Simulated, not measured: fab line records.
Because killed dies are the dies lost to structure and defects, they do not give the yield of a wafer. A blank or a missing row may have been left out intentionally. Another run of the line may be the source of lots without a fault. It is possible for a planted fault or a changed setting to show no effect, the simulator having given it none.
Chamber matching -- flow n5_finfet -- N5_MOL_CONTACT_COAG_ALD_133 on ald_sin-03: 4 sister chambers
The step deposits SiO2, target thk 5 nm, pulse time 1 s, co reactant pulse time 1 s. 4 wafers are shown with their chamber, then 7 later ones without.

## EACH WAFER AND ITS CHAMBER
wafer,chamber,heater_power_w (W)
L074.5,3,81
L085.5,2,71
L088.2,0,76
L088.4,1,77

## WAFERS WITH NO CHAMBER GIVEN
wafer,heater_power_w (W)
L088.6,80
L090.1,80
L090.2,76
L090.3,74
L097.3,74
L097.5,76
L097.6,82

## THE CHAMBER EACH PASSED THROUGH
wafer,from the rows above,in truth
L088.6,can't be placed: 3 or 1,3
L090.1,can't be placed: 3 or 1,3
L090.2,can't be placed: 0 or 1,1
L090.3,can't be placed: 0 or 1 or 2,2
L097.3,can't be placed: 0 or 1 or 2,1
L097.5,can't be placed: 0 or 1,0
L097.6,3,3
1 of 7 placed correctly. These rows do not allow placing 6 (true chamber among the candidates in 6). Wrongly placed: 0.
How it was worked out, from the rows above alone: a wafer's distance from a chamber is the root of the sum, over the readings, of the square of ((its reading less the chamber's mean) divided by the reading's scatter). The wafer belongs to the nearest chamber; if the next one is less than 2 further off, it can't be placed. The mean given for a chamber averages the wafers shown for that chamber. The scatter: root of mean squared gap, hidden wafer to nearest shown wafer, with one shown wafer a chamber.
